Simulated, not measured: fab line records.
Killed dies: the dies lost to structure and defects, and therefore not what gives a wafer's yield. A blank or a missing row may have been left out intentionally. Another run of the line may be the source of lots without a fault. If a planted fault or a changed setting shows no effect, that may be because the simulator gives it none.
A struck lot beside a sound one | flow n5_finfet | 16 out of 1938 route steps
Sound: the wafers L654.3, L654.5, L654.6. The struck wafers were L662.1, L662.4. The cause comes at the end.
Order at every step that has rows: each side's tool, ch and its chambers, its first start. Under that, the readings that differ: sound wafers | struck wafers | difference of the means | sigmas: that difference in standard deviations of wafers without a fault.
alike: a reading whose means differ by less than 2 such deviations, as well as words and numbers matching on both sides. not compared: withheld readings; readings where some wafer has no value; bounds like >300 that might hide an equal value; numbers whose values overlap and for which the record gives no deviation.
Wherever a step has rows on one side only, a row that says differs or no value, or a row with sigmas, the two part there. When numbers do not overlap yet have no deviation, they are printed without sigmas and do not part them. A reading missing from all wafers of one side parts the sides only when that side holds two or more wafers.

first, 9 steps without rows for these wafers: N5_BEOL_M1_COAT_67 (time 60 s, resist thk 60 nm); N5_BEOL_M1_COAT_68 (time 60 s, resist thk 12 nm); N5_BEOL_M1_COAT_76 (time 60 s, resist thk 5 nm); N5_BEOL_M1_COAT_22 (resist thk 30 nm); N5_BEOL_M1_EBR_24; N5_BEOL_M1_SOFTBAKE_23 (time 60 s); N5_BEOL_M1_EXPOSE_25 (exposes mask V0, defocus 5 nm, target cd 24 nm); N5_BEOL_M1_PEB_26 (peb time 60 s); N5_BEOL_M1_DEVELOP_27 (develop time 30 s).
N5_BEOL_M1_DESCUM_33: chemistry O2, time 7 s.
  sound on rie_diel-04 ch 0,1, day 7 09:22; struck on rie_diel-04 ch 0,2, day 9 01:50
  reading                                      | sound             | struck    | difference                    | sigmas
  rf_fwd_power_W (W)                           | 49.71 49.65 49.49 | - -       | no value on the struck wafers |
  model.CAR-EUV_of_BEOL_M1_COAT_22.thk_nm (nm) | 26 26.2 26.2      | 27.2 27.2 | +1.1                          |
  alike: drypump_motor_current_A, oes_product_au, rf_vpp_V, showerhead_plenum_p_Torr, throttle_valve_pct
  not compared: rf_hours_counter_h
then, 3 steps without rows for these wafers: N5_BEOL_M1_ETCH_77 (etches underlayer in N2/H2, target depth 6.5 nm, time 5.2 s); N5_BEOL_M1_ETCH_69 (etches SiARC in CF4, target depth 15.6 nm, time 26 s); N5_BEOL_M1_ALD_98 (deposits SiO2, target thk 2.5 nm, pulse time 1 s, co reactant pulse time 1 s).
N5_BEOL_M1_ETCHBACK_99: etches SiO2 in CHF3, target depth 5 nm, time 10.4 s.
  sound on rie_diel-02 ch 2,3, day 7 13:08; struck on rie_diel-03 ch 2,3, day 9 02:28
  reading                                      | sound          | struck    | difference | sigmas
  drypump_motor_current_A (A)                  | 6.6 6.6 6.6    | 5.0 5.7   | -1.2       | -3
  model.CAR-EUV_of_BEOL_M1_COAT_22.thk_nm (nm) | 10.4 10.4 10.4 | 11.6 11.6 | +1.2       |
  alike: CHF3_flow_sccm, oes_ar_750_au, oes_product_au, rf_fwd_power_W, rf_vpp_V, showerhead_plenum_p_Torr, throttle_valve_pct
  not compared: rf_hours_counter_h
then, 1 step without rows for these wafers: N5_BEOL_M1_ETCH_70 (etches SOC in N2/H2, target depth 80 nm, overetch 16 nm, time 120 s).
N5_BEOL_M4_RC_MEAS_101:
  sound on prober-02 ch 0, day 9 05:07; struck on prober-01 ch 0, day 10 16:04
  alike: DIBL_N, DIBL_P, IOFF_N, IOFF_P, ION_N, ION_P, SS_N, SS_P, VT_N, VT_P

## WHERE THEY PART
First at N5_BEOL_M1_DESCUM_33; last, within this record, at N5_BEOL_M1_ETCHBACK_99. Later steps at which nothing parts them and some readings are alike: N5_BEOL_M4_RC_MEAS_101.

WHY: what had been put in by the simulator
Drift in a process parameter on rie_diel-04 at N5_BEOL_M1_DESCUM_33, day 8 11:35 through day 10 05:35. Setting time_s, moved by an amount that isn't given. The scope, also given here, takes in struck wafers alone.
